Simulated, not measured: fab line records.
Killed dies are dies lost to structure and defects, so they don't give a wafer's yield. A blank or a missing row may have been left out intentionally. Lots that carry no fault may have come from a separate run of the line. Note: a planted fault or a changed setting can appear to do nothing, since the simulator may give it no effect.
The tool behind it: which one? | flow nandHarc | 72 wafers from 24 lots sampled at 5 of the route's 1302 steps

## WHAT THE GAUGES SHOWED, per wafer
NHARC_A_M0_CD_MEAS_16. Usual: cdNm at 80.5 nm, with a standard deviation of 1.1.
lot  | measured     | on       | cdNm (nm)      | flag
L075 | day 22 22:41 | cdSem-01 | 80.5 81.5 80.2 | 
L077 | day 23 08:08 | cdSem-01 | 80.3 79.9 79.2 | 
L076 | day 23 14:03 | cdSem-02 | 80.6 80.8 79.0 | 
L078 | day 23 16:07 | cdSem-03 | 80.4 79.7 81.1 | 
L074 | day 23 17:30 | cdSem-03 | 80.2 79.1 80.8 | 
L081 | day 24 15:40 | cdSem-03 | 78.3 78.3 79.3 | 
L079 | day 24 17:29 | cdSem-03 | 80.8 81.5 79.4 | 
L080 | day 24 19:36 | cdSem-03 | 79.9 78.6 78.1 | 
L083 | day 26 00:46 | cdSem-02 | 80.3 80.6 80.9 | 
L082 | day 26 04:15 | cdSem-02 | 81.9 81.2 81.2 | 
L085 | day 27 02:13 | cdSem-01 | 79.8 79.8 81.8 | 
L084 | day 27 14:07 | cdSem-02 | 81.5 81.0 81.7 | 
L086 | day 27 18:40 | cdSem-03 | 80.4 79.7 80.4 | 
L087 | day 28 19:01 | cdSem-02 | 82.2 80.7 81.8 | 
L090 | day 28 19:46 | cdSem-02 | 80.4 81.8 81.1 | 
L088 | day 28 23:29 | cdSem-01 | 79.5 80.8 79.8 | 
L089 | day 29 01:31 | cdSem-03 | 82.7 82.5 83.1 | 
L091 | day 29 06:52 | cdSem-03 | 79.9 79.4 80.4 | 
L092 | day 30 13:09 | cdSem-01 | 81.0 82.2 81.1 | 
L093 | day 30 22:25 | cdSem-03 | 79.0 79.7 79.5 | 
L095 | day 31 20:50 | cdSem-03 | 81.7 82.0 81.8 | 
L096 | day 31 23:00 | cdSem-02 | 81.3 80.8 80.1 | 
L094 | day 32 02:20 | cdSem-01 | 80.6 81.3 80.7 | 
L097 | day 32 17:30 | cdSem-02 | 81.6 81.1 80.1 | 

NHARC_A_M1_THK_MEAS_24: measures by xrf. Usual: thkNm at 154.4 nm, with a standard deviation of 1.4.
lot  | measured     | on           | thkNm (nm)        | flag
L075 | day 23 04:44 | filmMetro-02 | 154.5 152.9 155.0 | 
L077 | day 23 14:16 | filmMetro-01 | 155.7 153.4 155.2 | 
L076 | day 23 20:54 | filmMetro-02 | 153.3 156.3 154.3 | 
L078 | day 23 22:43 | filmMetro-01 | 156.8 156.2 156.4 | 
L074 | day 23 23:41 | filmMetro-02 | 154.1 151.3 156.1 | 
L081 | day 24 21:55 | filmMetro-01 | 154.9 153.5 156.6 | 
L079 | day 24 23:51 | filmMetro-02 | 153.8 153.1 153.8 | 
L080 | day 25 01:58 | filmMetro-02 | 155.2 152.0 154.7 | 
L083 | day 26 06:56 | filmMetro-02 | 155.2 156.5 156.3 | 
L082 | day 26 10:31 | filmMetro-01 | 154.4 154.0 155.8 | 
L085 | day 27 08:25 | filmMetro-02 | 157.2 155.0 153.0 | 
L084 | day 27 20:09 | filmMetro-01 | 155.3 153.9 155.5 | 
L086 | day 28 08:07 | filmMetro-02 | 153.0 155.4 156.0 | 
L087 | day 29 01:13 | filmMetro-01 | 153.6 153.7 155.4 | 
L090 | day 29 03:11 | filmMetro-02 | 155.3 156.6 153.2 | 
L088 | day 29 05:40 | filmMetro-01 | 155.7 152.7 156.2 | 
L089 | day 29 07:37 | filmMetro-01 | 153.8 155.0 153.8 | 
L091 | day 29 13:02 | filmMetro-01 | 155.9 152.2 156.4 | 
L092 | day 30 19:22 | filmMetro-01 | 153.7 154.3 150.1 | 
L093 | day 31 04:51 | filmMetro-01 | 154.4 154.7 155.0 | 
L095 | day 32 03:04 | filmMetro-02 | 153.1 151.3 153.7 | 
L096 | day 32 05:18 | filmMetro-02 | 153.9 154.7 152.4 | 
L094 | day 32 09:06 | filmMetro-02 | 157.4 153.0 154.4 | 
L097 | day 32 23:38 | filmMetro-02 | 155.0 152.9 155.1 | 

NHARC_A_M1_INSPECT_27. Usual: rawDefectCount at 508, with a standard deviation of 100.
lot  | measured     | on               | rawDefectCount | flag
L075 | day 23 04:54 | defectInspect-01 | 520 530 476    | 
L077 | day 23 14:25 | defectInspect-01 | 592 424 526    | 
L076 | day 23 21:04 | defectInspect-01 | 455 547 582    | 
L078 | day 23 22:52 | defectInspect-02 | 526 587 607    | 
L074 | day 23 23:50 | defectInspect-02 | 375 544 387    | 
L081 | day 24 22:04 | defectInspect-02 | 550 491 616    | 
L079 | day 25 00:00 | defectInspect-02 | 426 414 417    | 
L080 | day 25 02:07 | defectInspect-02 | 432 529 362    | 
L083 | day 26 07:05 | defectInspect-01 | 519 531 473    | 
L082 | day 26 10:40 | defectInspect-01 | 949 493 563    | 
L085 | day 27 08:34 | defectInspect-02 | 405 665 458    | 
L084 | day 27 20:18 | defectInspect-01 | 572 489 544    | 
L086 | day 28 08:17 | defectInspect-02 | 406 564 413    | 
L087 | day 29 01:23 | defectInspect-02 | 738 588 599    | 
L090 | day 29 03:21 | defectInspect-02 | 378 375 398    | 
L088 | day 29 05:50 | defectInspect-01 | 431 630 481    | 
L089 | day 29 07:46 | defectInspect-01 | 465 454 631    | 
L091 | day 29 13:12 | defectInspect-02 | 480 506 574    | 
L092 | day 30 19:31 | defectInspect-01 | 516 432 559    | 
L093 | day 31 05:00 | defectInspect-02 | 688 446 492    | 
L095 | day 32 03:13 | defectInspect-01 | 496 556 353    | 
L096 | day 32 05:28 | defectInspect-01 | 526 243 380    | 
L094 | day 32 09:16 | defectInspect-01 | 600 414 437    | 
L097 | day 32 23:48 | defectInspect-01 | 436 432 512    | 

## WHAT TOOL EACH LOT RAN ON (gives the tool, then ch and the chambers of the sampled wafers, and finally the start)
lot  | NHARC_A_M1_ETCH_35                | NHARC_A_M1_ANNEAL_31
L075 | rieDiel-02 ch 0,2,3, day 23 02:23 | rtpAnneal-02 ch 0, day 23 04:05
L077 | rieDiel-02 ch 0,2,3, day 23 11:53 | rtpAnneal-02 ch 0, day 23 13:37
L076 | rieDiel-02 ch 0,3, day 23 18:33   | rtpAnneal-01 ch 0, day 23 20:20
L078 | rieDiel-02 ch 1,2, day 23 20:18   | rtpAnneal-01 ch 0, day 23 22:02
L074 | rieDiel-03 ch 1,2,3, day 23 21:22 | rtpAnneal-01 ch 0, day 23 23:08
L081 | rieDiel-03 ch 1,2, day 24 19:32   | rtpAnneal-01 ch 0, day 24 21:16
L079 | rieDiel-07 ch 0,1,3, day 24 21:28 | rtpAnneal-02 ch 0, day 24 23:14
L080 | rieDiel-03 ch 1,2,3, day 24 23:29 | rtpAnneal-01 ch 0, day 25 01:21
L083 | rieDiel-03 ch 2,3, day 26 04:32   | rtpAnneal-02 ch 0, day 26 06:16
L082 | rieDiel-02 ch 1,2,3, day 26 08:06 | rtpAnneal-01 ch 0, day 26 09:52
L085 | rieDiel-07 ch 0,1, day 27 06:03   | rtpAnneal-01 ch 0, day 27 07:45
L084 | rieDiel-07 ch 0,1,3, day 27 17:49 | rtpAnneal-01 ch 0, day 27 19:29
L086 | rieDiel-02 ch 0,1,3, day 27 22:23 | rtpAnneal-01 ch 0, day 28 07:31
L087 | rieDiel-02 ch 0,1,2, day 28 22:54 | rtpAnneal-01 ch 0, day 29 00:37
L090 | rieDiel-02 ch 1,2, day 29 00:50   | rtpAnneal-02 ch 0, day 29 02:38
L088 | rieDiel-02 ch 2,3, day 29 03:21   | rtpAnneal-01 ch 0, day 29 05:04
L089 | rieDiel-07 ch 0,2,3, day 29 05:17 | rtpAnneal-02 ch 0, day 29 06:57
L091 | rieDiel-02 ch 0,1,2, day 29 10:43 | rtpAnneal-02 ch 0, day 29 12:23
L092 | rieDiel-07 ch 1,2,3, day 30 16:58 | rtpAnneal-02 ch 0, day 30 18:42
L093 | rieDiel-02 ch 0,2, day 31 02:26   | rtpAnneal-01 ch 0, day 31 04:10
L095 | rieDiel-07 ch 1,2,3, day 32 00:43 | rtpAnneal-01 ch 0, day 32 02:24
L096 | rieDiel-02 ch 0,1,3, day 32 02:56 | rtpAnneal-01 ch 0, day 32 04:38
L094 | rieDiel-07 ch 0,1,2, day 32 06:23 | rtpAnneal-01 ch 0, day 32 08:08
L097 | rieDiel-02 ch 0,3, day 32 21:17   | rtpAnneal-01 ch 0, day 32 23:04
- NHARC_A_M1_ETCH_35: etches the open film in N2/H2, target depth 40 nm, overetch 12 nm, time 43.94 s.
- NHARC_A_M1_ANNEAL_31: time 90 s.

## AS READ BY THE TOOLS THEMSELVES (means over the sampled wafers that have a number; for cases with no such wafer, the mark the record gives instead)
NHARC_A_M1_ETCH_35. Usual: drypumpMotorCurrentA 5.8 A, standard deviation 0.32; oesProductAu 0.999 a.u., standard deviation 0.0093; rfFwdPowerW 395.0 W, standard deviation 1.8; rfVppV 432.1 V, standard deviation 2; showerheadPlenumPTorr 2.10 Torr, standard deviation 0.07; throttleValvePct 14.170 %, standard deviation 0.0094.
lot  | tool       | drypumpMotorCurrentA (A) | oesProductAu (a.u.) | rfFwdPowerW (W) | rfVppV (V) | showerheadPlenumPTorr (Torr) | throttleValvePct (%) | flag
L075 | rieDiel-02 | 5.8                      | 1.002               | 396.1           | 432.6      | 2.12                         | 14.163               | 
L077 | rieDiel-02 | 5.8                      | 0.994               | 395.0           | 432.4      | 2.12                         | 14.172               | 
L076 | rieDiel-02 | 5.7                      | 0.998               | 394.5           | 431.4      | 2.08                         | 14.170               | 
L078 | rieDiel-02 | 5.8                      | 1.002               | 397.0           | 432.8      | 2.13                         | 14.173               | 
L074 | rieDiel-03 | 5.5                      | 1.003               | 395.6           | 432.1      | 2.09                         | 14.165               | 
L081 | rieDiel-03 | 5.4                      | 1.007               | 396.4           | 430.3      | 2.05                         | 14.175               | 
L079 | rieDiel-07 | 5.6                      | 0.995               | 393.9           | 432.4      | 2.12                         | 14.182               | 
L080 | rieDiel-03 | 5.5                      | 0.999               | 395.3           | 432.0      | 2.09                         | 14.174               | 
L083 | rieDiel-03 | 5.5                      | 0.993               | 394.0           | 430.6      | 2.06                         | 14.161               | 
L082 | rieDiel-02 | 5.9                      | 0.988               | 396.4           | 434.0      | 2.14                         | 14.167               | 
L085 | rieDiel-07 | 5.4                      | 0.994               | 396.1           | 432.8      | 2.14                         | 14.175               | 
L084 | rieDiel-07 | 5.6                      | 0.999               | 394.5           | 433.1      | 2.12                         | 14.167               | 
L086 | rieDiel-02 | 5.7                      | 1.000               | 395.1           | 432.2      | 2.11                         | 14.166               | 
L087 | rieDiel-02 | 5.8                      | 1.000               | 395.5           | 431.6      | 2.10                         | 14.161               | 
L090 | rieDiel-02 | 5.9                      | 1.003               | 396.8           | 432.3      | 2.13                         | 14.161               | 
L088 | rieDiel-02 | 5.9                      | 1.005               | 396.0           | 433.4      | 2.16                         | 14.167               | 
L089 | rieDiel-07 | 6.0                      | 0.990               | 393.4           | 431.2      | 2.05                         | 14.165               | 
L091 | rieDiel-02 | 5.8                      | 0.999               | 395.1           | 432.6      | 2.10                         | 14.166               | 
L092 | rieDiel-07 | 5.8                      | 0.999               | 393.5           | 431.4      | 2.07                         | 14.176               | 
L093 | rieDiel-02 | 5.7                      | 0.995               | 393.9           | 431.9      | 2.08                         | 14.171               | 
L095 | rieDiel-07 | 5.9                      | 0.994               | 393.5           | 431.0      | 2.07                         | 14.165               | 
L096 | rieDiel-02 | 5.7                      | 0.995               | 394.3           | 432.2      | 2.11                         | 14.172               | 
L094 | rieDiel-07 | 5.7                      | 0.988               | 394.5           | 432.2      | 2.09                         | 14.174               | 
L097 | rieDiel-02 | 5.7                      | 1.009               | 393.9           | 431.6      | 2.08                         | 14.175               | 

NHARC_A_M1_ANNEAL_31. Usual: wafer_temp_C_max at 225.92, with a standard deviation of 0.24.
lot  | tool         | wafer_temp_C_max | flag
L075 | rtpAnneal-02 | 226.08           | 
L077 | rtpAnneal-02 | 226.20           | 
L076 | rtpAnneal-01 | 225.66           | 
L078 | rtpAnneal-01 | 226.11           | 
L074 | rtpAnneal-01 | 225.88           | 
L081 | rtpAnneal-01 | 226.04           | 
L079 | rtpAnneal-02 | 226.05           | 
L080 | rtpAnneal-01 | 225.91           | 
L083 | rtpAnneal-02 | 226.01           | 
L082 | rtpAnneal-01 | 225.73           | 
L085 | rtpAnneal-01 | 225.70           | 
L084 | rtpAnneal-01 | 225.66           | 
L086 | rtpAnneal-01 | 226.00           | 
L087 | rtpAnneal-01 | 225.84           | 
L090 | rtpAnneal-02 | 226.12           | 
L088 | rtpAnneal-01 | 226.06           | 
L089 | rtpAnneal-02 | 225.71           | 
L091 | rtpAnneal-02 | 226.10           | 
L092 | rtpAnneal-02 | 225.84           | 
L093 | rtpAnneal-01 | 225.93           | 
L095 | rtpAnneal-01 | 225.67           | 
L096 | rtpAnneal-01 | 225.92           | 
L094 | rtpAnneal-01 | 225.96           | 
L097 | rtpAnneal-01 | 225.91           | 

## THE ANSWER, worked out from the rows above alone
Rule: a lot counts as off when the mean over its wafers that have a number is more than 3 standard deviations away from the usual mean. A lot without any number at a reading at which 4 lots or more have one is off too. All remaining lots with rows at the step are treated as sound. After the gauges, taken in route order, come the tools' own readings; for these a lot's mean is taken, as printed above. At the first step where some lot is off, the reading lying furthest off is the one used; lots without a number count as furthest.
No lot is off on any of the readings shown, so nothing can be concluded from this.

## WHAT THE SIMULATOR HAD PUT IN
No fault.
